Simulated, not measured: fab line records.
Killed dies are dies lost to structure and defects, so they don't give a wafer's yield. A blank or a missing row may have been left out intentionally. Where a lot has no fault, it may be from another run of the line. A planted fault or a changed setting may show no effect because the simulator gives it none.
fab line records	flow nand-harc
record lots=12	wafers=36	last-day=34
route steps=1302 shown P_GATE@216 P_CONTACT@218 END@1302
lots untouched by any fault: they come from a run of this same line in which no faults occurred
start-h: hours from the record's opening day to when the first of the lot's shown wafers began	wait-h: how many hours have passed since the lot's step before this one	" repeats the value in the row above	L1.1+2: several wafers, shown together as one row	- no value present, or no start provided	* or withheld: withheld	< > ~ a bound
route shown NAME@n: a module of which the file shows steps, and the number in the route of the first	usual: mean/standard deviation of fault-free wafers	same: alike in all rows	chamber/n: place in a boat	sites: the reading at each site	_std_site: standard deviation across them	_edge_site: inner sites' mean taken away from outer sites' mean	radius-mm: how far each site lies from the wafer's centre	mask NAME#n: copy n	behind: the last tool/chamber to shape the wafer	hold: what put the lot on hold/how long, in hours/how the hold closed	device: transistor that didn't switch, given as n, p or np	end of line: at the end of the route, the tests of the same wafers	step lacking rows: just its recipe	killed: at the first sort, the dies lost to defects and structure; wafer yield is something else	map: a wafer's dies, marking killed ones x, the rest . and places with no die _
set.NAME: the setting that was run; set.NAME@STEP: the one run at that earlier step	model.NAME: the simulator's own value behind a step, which no gauge read
a sample of lots followed through the steps of the route, with each step as a table and each wafer as a row
services: the hour from which a tool's chamber was out of use, counted from the record's first day as start-h (under 0 if before that day), plus the number of hours and why
## steps
# step NHARC_P_GATE_INSPECT_68
# usual raw-defect-count=191/73
lot.wafer	tool	chamber	start-h	wait-h	raw-defect-count
L739.3	defect-inspect-01	-	114.00	0.2	116
L739.5	"	-	"	"	223
L739.6	"	-	"	"	198
L740.1	defect-inspect-02	-	127.48	0.2	224
L740.2	"	-	"	"	209
L740.5	"	-	"	"	238
L741.2	defect-inspect-01	-	135.03	0.1	90
L741.5	"	-	"	"	189
L741.6	"	-	"	"	96
L743.1	defect-inspect-01	-	157.62	0.2	173
L743.5	"	-	"	"	220
L743.6	"	-	"	"	148
L745.2	defect-inspect-02	-	183.68	0.1	136
L745.3	"	-	"	"	157
L745.5	"	-	"	"	262
L753.2	defect-inspect-01	-	267.74	0.1	113
L753.3	"	-	"	"	165
L753.5	"	-	"	"	191
L755.2	defect-inspect-01	-	278.44	0.1	247
L755.5	"	-	"	"	159
L755.6	"	-	"	"	214
L756.2	defect-inspect-02	-	282.66	0.1	329
L756.4	"	-	"	"	202
L756.6	"	-	"	"	150
L758.1	defect-inspect-02	-	308.56	0.2	187
L758.4	"	-	"	"	218
L758.6	"	-	"	"	157
L760.2	defect-inspect-01	-	320.13	0.1	100
L760.5	"	-	"	"	121
L760.6	"	-	"	"	86
L761.1	defect-inspect-02	-	333.74	0.2	205
L761.3	"	-	"	"	284
L761.4	"	-	"	"	136
L762.1	defect-inspect-01	-	341.44	0.2	156
L762.2	"	-	"	"	202
L762.5	"	-	"	"	190
# step NHARC_P_CONTACT_DEP_00
# recipe target-thk-a=5000	temp-c=400	pressure-torr=6.5	rf-w=900	teos-flow-sccm=161.4	flow-sccm=2650	target-thk-nm=500	gas=O2	material=SiO2
# usual heater-power-w=619/89	throttle-valve-pct=16.0/0.54
lot.wafer	tool	chamber	start-h	wait-h	heater-power-w	throttle-valve-pct
L739.3	pecvd-02	1	-	-	648	15.3
L739.5	"	2	"	"	584	15.2
L739.6	"	0	"	"	510	16.0
L740.1	pecvd-01	2	-	-	486	16.8
L740.2	"	0	"	"	572	15.9
L740.5	"	2	"	"	535	16.7
L741.2	pecvd-04	0	-	-	583	15.8
L741.5	"	0	"	"	615	15.9
L741.6	"	1	"	"	653	15.6
L743.1	pecvd-02	2	158.10	0.3	771	15.6
L743.5	"	1	"	"	536	15.3
L743.6	"	2	"	"	647	15.6
L745.3	pecvd-04	1	-	-	658	15.6
L745.2	"	2	"	"	665	15.4
L745.5	"	1	"	"	678	16.0
L753.3	pecvd-04	2	-	-	668	15.8
L753.2	"	1	"	"	601	16.1
L753.5	"	2	"	"	695	15.7
L755.2	pecvd-01	1	-	-	810	16.8
L755.5	"	2	"	"	582	17.2
L755.6	"	1	"	"	655	16.5
L756.2	pecvd-01	0	-	-	557	16.2
L756.4	"	1	"	"	654	16.7
L756.6	"	2	"	"	516	17.4
L758.1	pecvd-02	2	-	-	792	15.6
L758.4	"	1	"	"	618	15.8
L758.6	"	2	"	"	814	15.5
L760.2	pecvd-04	0	-	-	655	16.0
L760.6	"	1	"	"	481	16.1
L760.5	"	0	"	"	712	16.5
L761.3	pecvd-04	0	-	-	657	16.0
L761.1	"	1	"	"	524	15.7
L761.4	"	1	"	"	565	16.0
L762.1	pecvd-02	0	-	-	739	16.9
L762.2	"	1	"	"	720	15.7
L762.5	"	0	"	"	555	16.7
# step NHARC_P_CONTACT_ETCH_36
# recipe target-depth-a=2600	over-etch-frac=0.25	time-s=406.25	ion-energy-ev=200	n2-flow-sccm=150	h2-flow-sccm=150	ar-flow-sccm=0	rf-w=400	bias-w=150	chemistry=N2/H2
# usual drypump-motor-current-A=5.9/0.51	oes-product-au=1.000/0.01	rf-vpp-V=430.6/2.7	showerhead-plenum-p-Torr=2.05/0.091	throttle-valve-pct=14.171/0.0094
lot.wafer	tool	chamber	start-h	wait-h	drypump-motor-current-A	oes-product-au	rf-hours-counter-h	rf-vpp-V	showerhead-plenum-p-Torr	throttle-valve-pct
L739.3	rie-diel-04	0	116.00	-	5.6	1.010	3.4	430.4	2.09	14.176
L739.5	"	3	"	"	6.1	1.008	-	429.2	2.03	14.174
L739.6	"	0	"	"	5.6	1.014	-	433.8	2.09	14.172
L740.2	rie-diel-07	3	129.36	-	5.8	1.017	0.1	427.2	1.94	14.165
L740.1	"	0	"	"	5.3	1.002	0.1	427.9	1.93	14.174
L740.5	"	3	"	"	5.8	1.005	-	427.5	1.94	14.180
L741.2	rie-diel-08	1	136.93	-	6.0	1.010	3.2	432.1	2.11	14.167
L741.5	"	3	"	"	6.6	1.007	-	429.3	1.98	14.147
L741.6	"	0	"	"	6.1	1.013	-	426.6	1.92	14.172
L743.1	rie-diel-04	2	159.92	-	5.9	0.998	4.1	434.3	2.15	14.160
L743.5	"	3	"	"	6.1	1.012	-	430.0	2.03	14.183
L743.6	"	0	"	"	5.6	1.005	-	431.9	2.09	14.167
L745.3	rie-diel-08	1	185.52	-	6.0	1.001	4.5	431.4	2.11	14.169
L745.2	"	0	"	"	6.1	1.011	3.4	426.3	1.92	14.175
L745.5	"	2	"	"	4.8	0.989	-	433.8	2.16	14.169
L753.2	rie-diel-08	0	269.62	-	6.0	0.830	1.4	426.3	1.92	14.172
L753.3	"	1	"	"	5.9	0.839	1.2	432.5	2.11	14.167
L753.5	"	3	"	"	6.6	0.838	-	428.0	1.98	14.173
L755.2	rie-diel-08	2	280.41	-	4.8	0.824	1.7	433.0	2.16	14.160
L755.5	"	2	"	"	4.8	0.826	-	433.3	2.16	14.162
L755.6	"	3	"	"	6.6	0.847	-	427.8	1.98	14.174
L756.2	rie-diel-07	3	284.63	-	5.8	1.018	8.9	428.3	1.94	14.148
L756.4	"	1	"	"	6.5	1.000	8.6	434.5	2.19	14.173
L756.6	"	3	"	"	5.8	1.009	-	426.6	1.94	14.157
L758.4	rie-diel-04	0	310.58	-	5.6	0.986	3.5	432.5	2.09	14.166
L758.1	"	1	"	"	6.4	0.997	1.9	432.9	2.13	14.168
L758.6	"	2	"	"	5.9	0.993	-	433.2	2.15	14.192
L760.2	rie-diel-07	1	322.23	-	6.5	1.001	1.1	435.7	2.18	14.174
L760.5	"	3	"	"	5.8	0.995	-	427.6	1.93	14.154
L760.6	"	0	"	"	5.2	1.000	-	428.0	1.93	14.181
L761.3	rie-diel-04	3	335.59	-	6.2	0.980	4.7	430.3	2.03	14.174
L761.4	"	0	"	"	5.6	1.002	4.1	429.7	2.09	14.171
L761.1	"	2	"	"	5.9	0.987	4.8	433.5	2.15	14.160
L762.1	rie-diel-07	1	343.44	-	6.5	0.995	1.8	434.1	2.18	14.165
L762.2	"	3	"	"	5.8	1.011	2.0	426.1	1.93	14.171
L762.5	"	0	"	"	5.3	0.998	-	428.3	1.93	14.177
# step NHARC_P_CONTACT_STRIP_28
# recipe o2-flow-sccm=500	ar-flow-sccm=0	bias-w=0	chemistry=O2
# usual drypump-motor-current-A=5.9/0.5	oes-product-au=1.000/0.0089	rf-vpp-V=57.8/0.96	showerhead-plenum-p-Torr=3.54/0.15	throttle-valve-pct=17.034/0.009
lot.wafer	tool	chamber	start-h	wait-h	drypump-motor-current-A	oes-product-au	rf-hours-counter-h	rf-vpp-V	showerhead-plenum-p-Torr	throttle-valve-pct
L739.3	rie-diel-07	3	116.78	0.1	5.8	1.014	8.3	57.6	3.37	17.037
L739.6	"	1	"	"	6.6	1.006	-	58.0	3.76	17.039
L739.5	"	2	"	"	5.8	0.987	-	57.6	3.48	17.027
L740.1	rie-diel-04	1	130.09	0.1	6.4	0.987	3.7	56.4	3.66	17.035
L740.2	"	2	"	"	5.9	0.996	3.5	57.3	3.70	17.034
L740.5	"	1	"	"	6.5	0.996	-	58.0	3.66	17.036
L741.2	rie-diel-04	1	137.67	0.1	6.4	1.001	3.8	58.4	3.66	17.044
L741.5	"	3	"	"	6.1	1.003	-	58.1	3.52	17.032
L741.6	"	0	"	"	5.6	1.010	-	59.6	3.61	17.027
L743.1	rie-diel-08	1	160.63	0.1	6.0	1.001	3.8	59.7	3.64	17.034
L743.5	"	3	"	"	6.6	1.004	-	56.7	3.43	17.045
L743.6	"	0	"	"	6.1	1.001	-	55.9	3.34	17.043
L745.2	rie-diel-08	0	186.31	0.1	6.1	1.021	3.6	56.3	3.34	17.023
L745.3	"	2	"	"	4.8	0.991	2.5	58.8	3.71	17.031
L745.5	"	3	"	"	6.6	1.015	-	58.1	3.43	17.031
L753.2	rie-diel-07	3	270.38	0.1	5.8	1.010	7.7	56.9	3.36	17.039
L753.3	"	0	"	"	5.2	1.006	7.3	57.2	3.36	17.035
L753.5	"	2	"	"	5.8	0.990	-	57.2	3.48	17.043
L755.2	rie-diel-07	2	281.19	0.1	5.8	0.995	8.1	58.1	3.48	17.051
L755.6	"	1	"	"	6.5	1.001	-	59.7	3.76	17.035
L755.5	"	2	"	"	5.8	1.000	-	57.4	3.48	17.040
L756.4	rie-diel-04	2	285.41	0.1	5.8	0.984	3.6	58.5	3.70	17.033
L756.2	"	0	"	"	5.6	0.993	3.0	58.1	3.60	17.037
L756.6	"	1	"	"	6.4	0.999	-	56.8	3.66	17.031
L758.1	rie-diel-07	1	311.29	0.1	6.5	1.012	0.4	57.1	3.76	17.044
L758.4	"	3	"	"	5.8	1.012	0.3	58.2	3.36	17.052
L758.6	"	2	"	"	5.8	0.984	-	56.4	3.48	17.031
L760.2	rie-diel-08	0	322.97	0.1	6.1	1.008	3.8	58.6	3.34	17.035
L760.6	"	2	"	"	4.8	0.998	-	56.9	3.71	17.036
L760.5	"	3	"	"	6.6	1.004	-	56.7	3.43	17.012
L761.4	rie-diel-08	2	336.36	0.1	4.7	0.993	3.7	57.1	3.71	17.034
L761.3	"	0	"	"	6.1	1.014	4.0	56.1	3.34	17.029
L761.1	"	1	"	"	6.0	1.009	3.8	57.8	3.64	17.027
L762.2	rie-diel-08	1	344.18	0.1	6.0	1.000	3.9	57.9	3.64	17.037
L762.1	"	3	"	"	6.6	0.997	4.1	58.6	3.43	17.005
L762.5	"	2	"	"	4.8	0.994	-	57.7	3.71	17.015
# step NHARC_END_SORT_01
# recipe temp-c=25
# usual killed-at-array=59/24	killed-at-other=0.7/1.2	killed-at-periphery=3.5/2.6	killed-dies=63/24	killed-open=3.2/2.1	killed-short=2.4/1.5
# same gross-dies=677
lot.wafer	tool	chamber	start-h	wait-h	hold	killed-at-array	killed-at-other	killed-at-periphery	killed-dies	killed-open	killed-short
L740.1	prober-02	0	570.48	2.5	-	59	3	15	77	7	5
L740.2	prober-02	0	571.29	2.8	-	54	2	8	64	2	3
L740.5	prober-02	0	573.71	3.7	-	53	0	11	64	3	1
L739.3	prober-01	0	571.97	3.1	-	61	4	2	67	4	3
L739.5	prober-01	0	573.56	3.7	-	77	2	2	81	3	2
L739.6	prober-01	0	574.36	4.0	-	70	3	2	75	2	4
L743.1	prober-02	0	581.53	2.5	-	23	0	3	26	1	1
L743.5	prober-02	0	584.69	3.7	-	36	0	3	39	2	7
L743.6	prober-02	0	585.49	4.0	-	27	0	3	30	8	2
L741.2	prober-01	0	582.28	2.8	-	78	0	5	83	4	3
L741.5	prober-01	0	584.69	3.7	-	77	1	4	82	1	3
L741.6	prober-01	0	585.49	4.0	-	67	0	2	69	1	2
L745.2	prober-01	0	625.23	2.8	-	95	2	1	98	2	3
L745.3	prober-01	0	626.03	3.1	-	112	0	2	114	1	5
L745.5	prober-01	0	627.62	3.7	-	108	6	1	115	3	0
L753.2	prober-02	0	708.66	2.8	await-dispo/3.7h/scrap	44	0	633	677	3	2
L753.3	prober-02	0	709.47	3.1	await-dispo/3.7h/scrap	55	0	622	677	4	3
L753.5	prober-02	0	711.09	3.8	await-dispo/3.7h/scrap	41	0	636	677	2	2
L756.2	prober-01	0	767.38	2.8	-	30	1	5	36	8	1
L756.4	prober-01	0	768.97	3.4	-	43	0	2	45	1	2
L756.6	prober-01	0	770.57	4.0	-	41	1	3	45	4	2
L755.2	prober-02	0	767.40	2.8	await-dispo/2.7h/scrap	71	0	606	677	7	1
L755.5	prober-02	0	769.80	3.7	await-dispo/2.7h/scrap	76	0	600	676	3	0
L755.6	prober-02	0	770.60	4.0	await-dispo/2.7h/scrap	77	0	600	677	4	4
L760.2	prober-01	0	775.17	2.8	-	15	0	4	19	0	2
L760.5	prober-01	0	777.61	3.7	-	18	0	1	19	3	0
L760.6	prober-01	0	778.42	4.1	-	23	0	2	25	3	2
L758.1	prober-02	0	782.24	2.5	-	29	1	3	33	1	1
L758.4	prober-02	0	784.63	3.4	-	44	3	6	53	5	3
L758.6	prober-02	0	786.22	4.0	-	48	6	3	57	0	4
L761.1	prober-01	0	790.12	2.6	-	68	0	1	69	3	0
L761.3	prober-01	0	791.70	3.1	-	68	1	3	72	2	2
L761.4	prober-01	0	792.50	3.4	-	74	2	6	82	1	1
L762.1	prober-02	0	803.54	2.5	-	54	2	2	58	1	3
L762.2	prober-02	0	804.35	2.8	-	41	1	2	44	1	3
L762.5	prober-02	0	806.77	3.7	-	46	0	2	48	3	3
# killed by level:class
L740.1 A_CHANNEL_HOLE_D1:chamber-film-flake=32 A_CHANNEL_HOLE_D2:chamber-film-flake=11 P_CONTACT:chamber-film-flake=6 P_GATE:chamber-film-flake=3 A_SGD_CUT:chamber-film-flake=3 A_WL_FILL:chamber-film-flake=3 P_ZERO_WELL:chamber-film-flake=2 P_STI:chamber-film-flake=2
L740.2 A_CHANNEL_HOLE_D1:chamber-film-flake=30 A_CHANNEL_HOLE_D2:chamber-film-flake=8 P_CONTACT:chamber-film-flake=4 A_CONTACT:chamber-film-flake=4 P_GATE:chamber-film-flake=3 A_STAIRCASE:chamber-film-flake=3 A_SOURCE_PLATE:geometric-particle:short=2 A_CONTACT:unspecified=2
L739.3 A_CHANNEL_HOLE_D2:chamber-film-flake=23 A_CHANNEL_HOLE_D1:chamber-film-flake=22 A_STAIRCASE:chamber-film-flake=4 THIN_TSV:chamber-film-flake=4 A_SLIT:chamber-film-flake=3 P_M1:geometric-particle:open=1 A_SOURCE_PLATE:geometric-particle:short=1 A_CHANNEL_HOLE_D1:geometric-particle:open=1
L739.5 A_CHANNEL_HOLE_D1:chamber-film-flake=38 A_CHANNEL_HOLE_D2:chamber-film-flake=24 A_CONTACT:chamber-film-flake=3 A_WL_FILL:chamber-film-flake=2 A_STAIRCASE:chamber-film-flake=2 THIN_TSV:chamber-film-flake=2 A_CHANNEL_HOLE_D1:geometric-particle:short=1 A_DECK1_JOINT:geometric-particle:open=1
L740.5 A_CHANNEL_HOLE_D1:chamber-film-flake=33 A_CHANNEL_HOLE_D2:chamber-film-flake=6 A_WL_FILL:chamber-film-flake=6 P_CONTACT:chamber-film-flake=5 P_GATE:chamber-film-flake=4 A_CHANNEL_FILL_D2:geometric-particle:open=2 A_CONTACT:unspecified=2 A_CHANNEL_FILL_D1:geometric-particle:short=1
L739.6 A_CHANNEL_HOLE_D2:chamber-film-flake=34 A_CHANNEL_HOLE_D1:chamber-film-flake=25 A_STAIRCASE:chamber-film-flake=3 THIN_TSV:chamber-film-flake=3 A_SLIT:chamber-film-flake=2 P_GATE:geometric-particle:open=1 P_CONTACT:geometric-particle:short=1 A_CHANNEL_FILL_D2:geometric-particle:short=1
L743.1 A_CHANNEL_HOLE_D2:chamber-film-flake=8 A_CONTACT:chamber-film-flake=5 P_M1:chamber-film-flake=2 A_CHANNEL_HOLE_D1:chamber-film-flake=2 A_STAIRCASE:chamber-film-flake=2 A_ONON_D1:geometric-particle:open=1 A_DECK1_JOINT:geometric-particle:short=1 P_GATE:chamber-film-flake=1
L741.2 A_CHANNEL_HOLE_D1:chamber-film-flake=39 A_SLIT:chamber-film-flake=22 A_CHANNEL_HOLE_D2:chamber-film-flake=7 A_M1:chamber-film-flake=4 P_M1:chamber-film-flake=3 A_SGD_CUT:geometric-particle:open=2 P_GATE:geometric-particle:open=1 P_M2:geometric-particle:short=1
L741.5 A_CHANNEL_HOLE_D1:chamber-film-flake=41 A_SLIT:chamber-film-flake=24 A_CHANNEL_FILL_D1:geometric-particle:short=2 P_GATE:chamber-film-flake=2 P_M1:chamber-film-flake=2 A_STAIRCASE:chamber-film-flake=2 A_CONTACT:chamber-film-flake=2 A_M1:chamber-film-flake=2
L743.5 A_CHANNEL_HOLE_D2:chamber-film-flake=9 A_CHANNEL_HOLE_D1:chamber-film-flake=4 A_STAIRCASE:chamber-film-flake=4 A_CHANNEL_FILL_D1:chamber-film-flake=3 A_WL_FILL:chamber-film-flake=3 A_CONTACT:chamber-film-flake=3 A_CHANNEL_HOLE_D2:geometric-particle:short=2 A_WL_FILL:geometric-particle:short=2
L743.6 A_CHANNEL_HOLE_D2:chamber-film-flake=11 A_CHANNEL_FILL_D2:geometric-particle:open=2 A_CHANNEL_HOLE_D1:chamber-film-flake=2 A_CHANNEL_FILL_D1:chamber-film-flake=2 A_STAIRCASE:chamber-film-flake=2 P_GATE:geometric-particle:open=1 P_CONTACT:geometric-particle:open=1 P_M0:geometric-particle:open=1
L741.6 A_CHANNEL_HOLE_D1:chamber-film-flake=31 A_SLIT:chamber-film-flake=21 A_CHANNEL_HOLE_D2:chamber-film-flake=6 A_M1:chamber-film-flake=3 P_M1:chamber-film-flake=2 A_CHANNEL_FILL_D1:geometric-particle:open=1 A_DECK1_JOINT:geometric-particle:short=1 A_SGD_CUT:geometric-particle:short=1
L745.2 A_CHANNEL_HOLE_D1:chamber-film-flake=33 A_CHANNEL_HOLE_D2:chamber-film-flake=27 A_SLIT:chamber-film-flake=23 A_CONTACT:chamber-film-flake=4 A_CHANNEL_FILL_D2:geometric-particle:short=2 A_BONDPAD:chamber-film-flake=2 THIN_TSV:chamber-film-flake=2 A_SOURCE_PLATE:geometric-particle:open=1
L745.3 A_CHANNEL_HOLE_D2:chamber-film-flake=37 A_SLIT:chamber-film-flake=31 A_CHANNEL_HOLE_D1:chamber-film-flake=30 A_ONON_D1:geometric-particle:short=3 A_M1:chamber-film-flake=3 A_BONDPAD:chamber-film-flake=2 P_CONTACT:geometric-particle:open=1 P_M0:geometric-particle:short=1
L745.5 A_CHANNEL_HOLE_D2:chamber-film-flake=41 A_SLIT:chamber-film-flake=29 A_CHANNEL_HOLE_D1:chamber-film-flake=28 THIN_TSV:chamber-film-flake=6 A_ZERO_WELL:chamber-film-flake=4 A_STAIRCASE:chamber-film-flake=2 P_STI:geometric-particle:open=1 A_ONON_D2:geometric-particle:open=1
L753.2 P_CONTACT:area-etch=632 A_CHANNEL_HOLE_D1:chamber-film-flake=33 A_CONTACT:chamber-film-flake=4 A_STAIRCASE:chamber-film-flake=2 P_M0:geometric-particle:open=1 A_ONON_D2:geometric-particle:open=1 A_ONON_D2:geometric-particle:short=1 A_SGD_CUT:geometric-particle:short=1
L753.3 P_CONTACT:area-etch=621 A_CHANNEL_HOLE_D1:chamber-film-flake=34 A_ZERO_WELL:chamber-film-flake=5 A_SLIT:chamber-film-flake=5 A_STAIRCASE:chamber-film-flake=2 P_CONTACT:geometric-particle:open=1 A_DECK1_JOINT:geometric-particle:open=1 A_DECK1_JOINT:geometric-particle:short=1
L753.5 P_CONTACT:area-etch=634 A_CHANNEL_HOLE_D1:chamber-film-flake=32 A_ZERO_WELL:chamber-film-flake=3 P_M1:geometric-particle:short=1 A_ONON_D1:geometric-particle:open=1 A_CHANNEL_HOLE_D1:geometric-particle:open=1 A_CHANNEL_FILL_D2:geometric-particle:short=1 P_ZERO_WELL:chamber-film-flake=1
L756.2 A_SGD_CUT:chamber-film-flake=7 A_CHANNEL_HOLE_D1:chamber-film-flake=5 A_STAIRCASE:chamber-film-flake=5 P_GATE:chamber-film-flake=3 A_SLIT:chamber-film-flake=3 A_ONON_D2:geometric-particle:open=2 A_M0:geometric-particle:open=2 A_WL_FILL:chamber-film-flake=2
L755.2 P_CONTACT:area-etch=604 A_CHANNEL_HOLE_D1:chamber-film-flake=32 A_CHANNEL_HOLE_D2:chamber-film-flake=22 A_CONTACT:chamber-film-flake=7 A_SLIT:chamber-film-flake=3 P_M2:geometric-particle:short=1 A_CHANNEL_HOLE_D1:geometric-particle:open=1 A_CHANNEL_FILL_D1:geometric-particle:open=1
L756.4 A_CHANNEL_HOLE_D1:chamber-film-flake=14 A_SLIT:chamber-film-flake=9 A_STAIRCASE:chamber-film-flake=8 A_SGD_CUT:chamber-film-flake=3 A_CONTACT:chamber-film-flake=2 A_CHANNEL_HOLE_D1:geometric-particle:open=1 A_ONON_D2:geometric-particle:short=1 A_WL_FILL:geometric-particle:short=1
L755.5 P_CONTACT:area-etch=597 A_CHANNEL_HOLE_D1:chamber-film-flake=37 A_CHANNEL_HOLE_D2:chamber-film-flake=23 A_CONTACT:chamber-film-flake=8 A_SLIT:chamber-film-flake=4 P_GATE:chamber-film-flake=3 A_ONON_D2:geometric-particle:open=1 A_WL_FILL:geometric-particle:open=1
L756.6 A_CHANNEL_HOLE_D1:chamber-film-flake=11 A_STAIRCASE:chamber-film-flake=9 A_SLIT:chamber-film-flake=5 A_SGD_CUT:chamber-film-flake=3 A_WL_FILL:chamber-film-flake=3 A_CHANNEL_FILL_D1:chamber-film-flake=2 P_CONTACT:geometric-particle:short=1 A_ONON_D1:geometric-particle:open=1
L755.6 P_CONTACT:area-etch=597 A_CHANNEL_HOLE_D1:chamber-film-flake=33 A_CHANNEL_HOLE_D2:chamber-film-flake=27 A_CONTACT:chamber-film-flake=6 A_SLIT:chamber-film-flake=4 A_M0:geometric-particle:open=2 P_GATE:chamber-film-flake=2 P_BONDPAD:geometric-particle:short=1
L760.2 A_SLIT:chamber-film-flake=5 A_CHANNEL_HOLE_D1:unspecified=3 A_CONTACT:chamber-film-flake=3 P_CONTACT:geometric-particle:short=1 A_SGD_CUT:geometric-particle:short=1 P_STI:chamber-film-flake=1 P_CONTACT:chamber-film-flake=1 P_M1:chamber-film-flake=1
L760.5 A_SLIT:chamber-film-flake=3 A_CHANNEL_HOLE_D1:chamber-film-flake=2 A_STAIRCASE:chamber-film-flake=2 A_CONTACT:chamber-film-flake=2 A_M1:chamber-film-flake=2 A_SOURCE_PLATE:geometric-particle:open=1 A_ONON_D2:geometric-particle:open=1 A_CHANNEL_HOLE_D2:geometric-particle:open=1
L760.6 A_SLIT:chamber-film-flake=9 A_CONTACT:chamber-film-flake=3 P_STI:chamber-film-flake=2 A_ZERO_WELL:chamber-film-flake=2 A_CHANNEL_HOLE_D2:chamber-film-flake=2 A_M1:chamber-film-flake=2 A_CHANNEL_FILL_D1:geometric-particle:short=1 A_CHANNEL_FILL_D2:geometric-particle:open=1
L758.1 A_CHANNEL_HOLE_D1:chamber-film-flake=10 A_CONTACT:chamber-film-flake=6 A_STAIRCASE:chamber-film-flake=5 A_BONDPAD:chamber-film-flake=3 P_ZERO_WELL:chamber-film-flake=2 A_SLIT:chamber-film-flake=2 A_CHANNEL_FILL_D2:geometric-particle:short=1 A_CONTACT:geometric-particle:open=1
L758.4 A_CHANNEL_HOLE_D1:chamber-film-flake=15 A_CONTACT:chamber-film-flake=9 A_STAIRCASE:chamber-film-flake=8 A_SLIT:chamber-film-flake=4 THIN_TSV:chamber-film-flake=3 P_GATE:geometric-particle:open=1 A_SOURCE_PLATE:geometric-particle:open=1 A_DECK1_JOINT:geometric-particle:short=1
L758.6 A_CHANNEL_HOLE_D1:chamber-film-flake=13 A_CONTACT:chamber-film-flake=11 A_SLIT:chamber-film-flake=8 A_STAIRCASE:chamber-film-flake=7 THIN_TSV:chamber-film-flake=6 P_ZERO_WELL:chamber-film-flake=3 A_CHANNEL_HOLE_D2:chamber-film-flake=3 A_BONDPAD:chamber-film-flake=2
L761.1 A_SLIT:chamber-film-flake=27 A_CHANNEL_HOLE_D1:chamber-film-flake=16 A_CHANNEL_HOLE_D2:chamber-film-flake=14 A_CONTACT:chamber-film-flake=3 A_DECK1_JOINT:chamber-film-flake=2 A_CHANNEL_FILL_D2:chamber-film-flake=2 A_DECK1_JOINT:geometric-particle:open=1 A_WL_FILL:geometric-particle:open=1
L761.3 A_SLIT:chamber-film-flake=27 A_CHANNEL_HOLE_D2:chamber-film-flake=24 A_CHANNEL_HOLE_D1:chamber-film-flake=11 A_CONTACT:chamber-film-flake=3 P_STI:chamber-film-flake=2 P_M0:geometric-particle:short=1 A_WL_FILL:geometric-particle:short=1 A_WL_FILL:geometric-particle:open=1
L761.4 A_SLIT:chamber-film-flake=37 A_CHANNEL_HOLE_D2:chamber-film-flake=23 A_CHANNEL_HOLE_D1:chamber-film-flake=8 P_STI:chamber-film-flake=4 A_CONTACT:chamber-film-flake=2 THIN_TSV:chamber-film-flake=2 P_M0:geometric-particle:short=1 A_WL_FILL:geometric-particle:open=1
L762.1 A_CHANNEL_HOLE_D2:chamber-film-flake=28 A_SLIT:chamber-film-flake=13 A_CHANNEL_FILL_D1:chamber-film-flake=4 A_SGD_CUT:chamber-film-flake=3 P_STI:chamber-film-flake=2 THIN_TSV:chamber-film-flake=2 A_DECK1_JOINT:geometric-particle:short=1 A_ONON_D2:geometric-particle:short=1
L762.2 A_CHANNEL_HOLE_D2:chamber-film-flake=22 A_SLIT:chamber-film-flake=7 A_SGD_CUT:chamber-film-flake=3 A_STAIRCASE:chamber-film-flake=2 P_CONTACT:geometric-particle:short=1 A_CHANNEL_HOLE_D1:geometric-particle:short=1 A_CHANNEL_FILL_D2:geometric-particle:open=1 A_M0:geometric-particle:short=1
L762.5 A_CHANNEL_HOLE_D2:chamber-film-flake=27 A_SLIT:chamber-film-flake=6 A_CHANNEL_FILL_D2:chamber-film-flake=3 A_CHANNEL_HOLE_D1:chamber-film-flake=2 P_CONTACT:geometric-particle:short=1 A_DECK1_JOINT:geometric-particle:open=1 A_WL_FILL:geometric-particle:short=1 A_WL_FILL:geometric-particle:open=1
## services
tool	chamber	start-h	hours	kind
rie-diel-08	0	92.98	10.8	repair
rie-diel-04	-	103.13	0.2	repair
rie-diel-07	3	107.83	1.4	repair
rie-diel-07	-	117.20	9.0	pm
pecvd-02	2	125.51	12.4	repair
pecvd-02	0	128.18	7.7	repair
pecvd-01	-	130.00	13.0	pm
rie-diel-07	2	151.16	1.4	repair
pecvd-02	0	152.65	9.0	repair
pecvd-04	-	164.04	1.7	repair
rie-diel-04	-	177.90	9.0	pm
rie-diel-08	-	190.80	9.0	pm
rie-diel-04	1	198.84	58.3	repair
pecvd-04	1	216.23	4.5	repair
pecvd-02	-	227.00	13.0	pm
rie-diel-07	1	231.36	6.3	repair
rie-diel-07	1	238.83	4.8	repair
pecvd-04	-	255.44	1.1	repair
rie-diel-04	0	261.35	9.3	repair
pecvd-04	-	269.35	13.0	pm
rie-diel-07	2	274.64	3.6	repair
rie-diel-07	-	294.20	9.0	pm
rie-diel-08	2	309.89	3.1	repair
pecvd-04	1	337.25	13.5	repair
## key
first-sign step=NHARC_P_CONTACT_ETCH_36	reading=oes-product-au	direction=down	sigmas=16	usual=1.000	struck=0.834
effect step=NHARC_END_SORT_01	reading=killed-at-periphery	direction=up	sigmas=99+	usual=3.5	struck=616.2
more-kills-born-at NHARC_P_CONTACT_ETCH_36@rie-diel-08=3685
met-at NHARC_P_CONTACT_ETCH_36
struck-lots L753,L755
later-rows-left-out L753.2,L753.3,L753.5,L755.2,L755.5,L755.6
tester-left-out L753,L755
not-acting-at NHARC_P_GATE_INSPECT_68,NHARC_P_CONTACT_DEP_00,NHARC_P_CONTACT_STRIP_28
onset-between 185.52 269.62
fault kind=process-parameter-drift	tool=rie-diel-08	chamber=-	onset-h=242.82	steps=NHARC_P_CONTACT_ETCH_36	channel=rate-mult	offset=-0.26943	shape=step	end-h=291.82
# tester-left-out: of these lots the tester's yield and bins aren't shown, on N5 and GAA mostly nor the transistor test; their killed dies are dies lost to structure and defects alone, not to doping, threshold or leakage, so they don't give the yield
# later-rows-left-out: the simulator's readings of these wafers behind a module that went badly wrong aren't trusted and aren't shown, but for the sort
